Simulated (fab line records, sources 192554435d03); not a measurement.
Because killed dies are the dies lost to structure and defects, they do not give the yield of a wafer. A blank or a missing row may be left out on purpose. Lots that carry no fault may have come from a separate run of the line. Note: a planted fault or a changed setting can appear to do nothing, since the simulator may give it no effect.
Split-lot experiment || flow n5Finfet || on a route of 1938 steps: 7 lots, 21 wafers read

## THE SPLIT
At N5_BEOL_M4_DESCUM_16 (chemistry O2, time 7 s), the setting timeS was moved away from the recipe's 7 s on 5 of the 21 wafers read, by -20.9% to -9.7%. This setting was run at the recipe's value on the other wafers.

## BETWEEN THE SPLIT AND THE READING: the file shows 1 step in between
- N5_BEOL_M4_ETCH_74: etches underlayer in N2/H2, target depth 6.5 nm, time 5.2 s

## THE READING
CAR-EUV_of_BEOL_M4_COAT_05.thkNm (the simulator's own value, which no gauge read), in nm, at N5_BEOL_M4_ETCH_63 (etches SiARC in CF4, target depth 15.6 nm, time 26 s). There is no usual value for it anywhere in the file. Average 11.0 nm, standard deviation 0.12 nm, over the 16 wafers here run with the recipe.

{"wafer": "L077.1", "tool, chamber at the split": "rieDiel-06, 1", "timeS as run, s": 6.318, "against the recipe": "-9.7%", "CAR-EUV_of_BEOL_M4_COAT_05.thkNm, nm": 11.4, "against lot-mates on the recipe": "+0.5"}
{"wafer": "L077.3", "tool, chamber at the split": "rieDiel-06, 2", "timeS as run, s": 7, "against the recipe": "recipe", "CAR-EUV_of_BEOL_M4_COAT_05.thkNm, nm": 11, "against lot-mates on the recipe": "-"}
{"wafer": "L077.5", "tool, chamber at the split": "rieDiel-06, 2", "timeS as run, s": 7, "against the recipe": "recipe", "CAR-EUV_of_BEOL_M4_COAT_05.thkNm, nm": 10.8, "against lot-mates on the recipe": "-"}
{"wafer": "L079.1", "tool, chamber at the split": "rieDiel-03, 1", "timeS as run, s": 7, "against the recipe": "recipe", "CAR-EUV_of_BEOL_M4_COAT_05.thkNm, nm": 11.2, "against lot-mates on the recipe": "-"}
{"wafer": "L079.2", "tool, chamber at the split": "rieDiel-03, 0", "timeS as run, s": 6.104, "against the recipe": "-12.8%", "CAR-EUV_of_BEOL_M4_COAT_05.thkNm, nm": 12, "against lot-mates on the recipe": "+0.9"}
{"wafer": "L079.4", "tool, chamber at the split": "rieDiel-03, 3", "timeS as run, s": 7, "against the recipe": "recipe", "CAR-EUV_of_BEOL_M4_COAT_05.thkNm, nm": 11, "against lot-mates on the recipe": "-"}
{"wafer": "L083.4", "tool, chamber at the split": "rieDiel-06, 2,0", "timeS as run, s": 7, "against the recipe": "recipe", "CAR-EUV_of_BEOL_M4_COAT_05.thkNm, nm": 11, "against lot-mates on the recipe": "-"}
{"wafer": "L083.5", "tool, chamber at the split": "rieDiel-06, 2,0", "timeS as run, s": 7, "against the recipe": "recipe", "CAR-EUV_of_BEOL_M4_COAT_05.thkNm, nm": 11, "against lot-mates on the recipe": "-"}
{"wafer": "L083.6", "tool, chamber at the split": "rieDiel-06, 3", "timeS as run, s": 5.936, "against the recipe": "-15.2%", "CAR-EUV_of_BEOL_M4_COAT_05.thkNm, nm": 11.6, "against lot-mates on the recipe": "+0.6"}
{"wafer": "L084.2", "tool, chamber at the split": "rieDiel-06, 3,2,2", "timeS as run, s": 7, "against the recipe": "recipe", "CAR-EUV_of_BEOL_M4_COAT_05.thkNm, nm": 11, "against lot-mates on the recipe": "-"}
{"wafer": "L084.3", "tool, chamber at the split": "rieDiel-06, 3,2,2", "timeS as run, s": 7, "against the recipe": "recipe", "CAR-EUV_of_BEOL_M4_COAT_05.thkNm, nm": 11, "against lot-mates on the recipe": "-"}
{"wafer": "L084.5", "tool, chamber at the split": "rieDiel-06, 3,2,2", "timeS as run, s": 7, "against the recipe": "recipe", "CAR-EUV_of_BEOL_M4_COAT_05.thkNm, nm": 11, "against lot-mates on the recipe": "-"}
{"wafer": "L086.2", "tool, chamber at the split": "rieDiel-04, 3,0,2", "timeS as run, s": 7, "against the recipe": "recipe", "CAR-EUV_of_BEOL_M4_COAT_05.thkNm, nm": 11, "against lot-mates on the recipe": "-"}
{"wafer": "L086.4", "tool, chamber at the split": "rieDiel-04, 3,0,2", "timeS as run, s": 7, "against the recipe": "recipe", "CAR-EUV_of_BEOL_M4_COAT_05.thkNm, nm": 11, "against lot-mates on the recipe": "-"}
{"wafer": "L086.5", "tool, chamber at the split": "rieDiel-04, 3,0,2", "timeS as run, s": 7, "against the recipe": "recipe", "CAR-EUV_of_BEOL_M4_COAT_05.thkNm, nm": 11, "against lot-mates on the recipe": "-"}
{"wafer": "L087.1", "tool, chamber at the split": "rieDiel-06, 2,3", "timeS as run, s": 5.534, "against the recipe": "-20.9%", "CAR-EUV_of_BEOL_M4_COAT_05.thkNm, nm": 11.4, "against lot-mates on the recipe": "+0.6"}
{"wafer": "L087.3", "tool, chamber at the split": "rieDiel-06, 1", "timeS as run, s": 7, "against the recipe": "recipe", "CAR-EUV_of_BEOL_M4_COAT_05.thkNm, nm": 10.8, "against lot-mates on the recipe": "-"}
{"wafer": "L087.6", "tool, chamber at the split": "rieDiel-06, 2,3", "timeS as run, s": 5.534, "against the recipe": "-20.9%", "CAR-EUV_of_BEOL_M4_COAT_05.thkNm, nm": 11.8, "against lot-mates on the recipe": "+1.0"}
{"wafer": "L094.1", "tool, chamber at the split": "rieDiel-04, 2", "timeS as run, s": 7, "against the recipe": "recipe", "CAR-EUV_of_BEOL_M4_COAT_05.thkNm, nm": 11.2, "against lot-mates on the recipe": "-"}
{"wafer": "L094.2", "tool, chamber at the split": "rieDiel-04, 0", "timeS as run, s": 7, "against the recipe": "recipe", "CAR-EUV_of_BEOL_M4_COAT_05.thkNm, nm": 11.2, "against lot-mates on the recipe": "-"}
{"wafer": "L094.6", "tool, chamber at the split": "rieDiel-04, 0", "timeS as run, s": 7, "against the recipe": "recipe", "CAR-EUV_of_BEOL_M4_COAT_05.thkNm, nm": 11.2, "against lot-mates on the recipe": "-"}
The file does not say which wafer passed through which chamber wherever a row lists several chambers: such a row stands for several wafers.

FIT RESULTS
A straight line over all 21 wafers: CAR-EUV_of_BEOL_M4_COAT_05.thkNm changes by -0.035 nm for each +1% of timeS; r = -0.82; the points scatter about the line by 0.18 nm.
The same after taking each lot's own level away (the mean of its wafers on the recipe; 21 wafers): -0.0426 nm for each +1%; r = -0.94; scatter 0.12 nm.
The reading moves by 0.89 nm for the largest change in timeS, on that fit.
Across the lots, their own levels run from 10.80 to 11.20 nm, a range of 3.3 times the standard deviation given above.
Thus the slope moves with the lot-to-lot level: the two fits are different.
Check: +1.05 nm against its lot-mates is what the line predicts for one of the wafers moved furthest among these (-20.9%) when that wafer is left out of the fit. It came out at +0.6 nm against them.

## OTHER SPLITS ON THESE WAFERS
Other splits were also applied to these wafers ahead of the reading. Each is held against what the fit with the lots' levels taken away leaves over:
{"other split on the same wafers": "N5_BEOL_M0_TRENCH_ETCH_107 targetDepthA", "wafers away from the commonest value": 5, "r with CAR-EUV_of_BEOL_M4_COAT_05.thkNm (lot level and that fit taken away)": "+0.35"}
{"other split on the same wafers": "N5_BEOL_M1_VIA_ETCH_34 biasW", "wafers away from the commonest value": 6, "r with CAR-EUV_of_BEOL_M4_COAT_05.thkNm (lot level and that fit taken away)": "+0.03"}
{"other split on the same wafers": "N5_BEOL_M2_EXPOSE_08 doseMj", "wafers away from the commonest value": 4, "r with CAR-EUV_of_BEOL_M4_COAT_05.thkNm (lot level and that fit taken away)": -0.12}
{"other split on the same wafers": "N5_BEOL_M2_ETCH_64 sourceW", "wafers away from the commonest value": 9, "r with CAR-EUV_of_BEOL_M4_COAT_05.thkNm (lot level and that fit taken away)": "+0.39"}
{"other split on the same wafers": "N5_BEOL_M3_COAT_05 spinRpm", "wafers away from the commonest value": 3, "r with CAR-EUV_of_BEOL_M4_COAT_05.thkNm (lot level and that fit taken away)": -0.02}
{"other split on the same wafers": "N5_BEOL_M3_ETCH_64 timeS", "wafers away from the commonest value": 4, "r with CAR-EUV_of_BEOL_M4_COAT_05.thkNm (lot level and that fit taken away)": "+0.02"}
{"other split on the same wafers": "N5_BEOL_M4_COAT_73 spinRpm", "wafers away from the commonest value": 8, "r with CAR-EUV_of_BEOL_M4_COAT_05.thkNm (lot level and that fit taken away)": "+0.60"}

## THE WHOLE CHAIN: every reading that the file lists as answering this split, in the file's order
{"step": "N5_BEOL_M4_DESCUM_16", "what it does": "chemistry O2, time 7 s", "reading": "CAR-EUV_of_BEOL_M4_COAT_05.thkNm (the simulator's own value, which no gauge read)", "change (the file's fit)": "-0.0384 nm for each +1% of the setting", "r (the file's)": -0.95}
{"step": "N5_BEOL_M4_ETCH_74", "what it does": "etches underlayer in N2/H2, target depth 6.5 nm, time 5.2 s", "reading": "CAR-EUV_of_BEOL_M4_COAT_05.thkNm (the simulator's own value, which no gauge read)", "change (the file's fit)": "-0.0445 nm for each +1% of the setting", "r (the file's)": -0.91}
{"step": "N5_BEOL_M4_ETCH_63", "what it does": "etches SiARC in CF4, target depth 15.6 nm, time 26 s", "reading": "CAR-EUV_of_BEOL_M4_COAT_05.thkNm (the simulator's own value, which no gauge read)", "change (the file's fit)": "-0.0455 nm for each +1% of the setting", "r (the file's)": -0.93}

## THE FILE'S OWN FIT
CAR-EUV_of_BEOL_M4_COAT_05.thkNm changes by -0.0455 nm for each +1% of timeS, r = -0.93.
